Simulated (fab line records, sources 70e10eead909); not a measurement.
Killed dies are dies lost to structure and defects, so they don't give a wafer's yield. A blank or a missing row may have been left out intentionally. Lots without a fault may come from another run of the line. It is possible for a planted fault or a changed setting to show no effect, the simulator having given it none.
Chamber matching | flow nand-harc | rie-diel-06 running NHARC_A_STAIRCASE_DESCUM_312: 4 sister chambers
The step chemistry O2, time 3 s. 4 wafers are shown with their chamber, then 12 later ones without.

EACH WAFER AND ITS CHAMBER
wafer  | chamber | drypump-motor-current-A (A)
L086.2 | 0       | 5.1
L086.3 | 1       | 6.0
L086.5 | 2       | 5.4
L086.6 | 3       | 6.0

WAFERS WITHOUT THEIR CHAMBER
wafer  | drypump-motor-current-A (A)
L091.1 | 6.0
L091.2 | 6.0
L091.6 | 5.1
L092.2 | 5.1
L092.3 | 6.0
L092.6 | 6.0
L093.1 | 6.0
L093.3 | 6.0
L093.5 | 6.0
L095.1 | 6.0
L095.4 | 5.1
L095.6 | 5.5

CHAMBER TAKEN BY EACH
wafer  | from the rows above     | in truth
L091.1 | can't be placed: 1 or 3 | 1
L091.2 | can't be placed: 1 or 3 | 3
L091.6 | 0                       | 0
L092.2 | 0                       | 0
L092.3 | can't be placed: 1 or 3 | 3
L092.6 | can't be placed: 1 or 3 | 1
L093.1 | can't be placed: 1 or 3 | 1
L093.3 | can't be placed: 1 or 3 | 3
L093.5 | can't be placed: 1 or 3 | 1
L095.1 | can't be placed: 1 or 3 | 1
L095.4 | 0                       | 0
L095.6 | 2                       | 2
Placed correctly: 4 of 12. Cannot be placed on the basis of these rows: 8; the candidates contain the true chamber in 8. Wrongly placed: 0.
How it was worked out, from the rows above alone: a wafer's distance from a chamber is the root of the sum, over the readings, of the square of ((its reading less the chamber's mean) divided by the reading's scatter). The wafer belongs to the nearest chamber; if the next one is less than 2 further off, it can't be placed. The mean given for a chamber averages the wafers shown for that chamber. The scatter (one wafer shown for each chamber): square how far every hidden wafer sits from the nearest shown wafer, average those squares and take the square root.
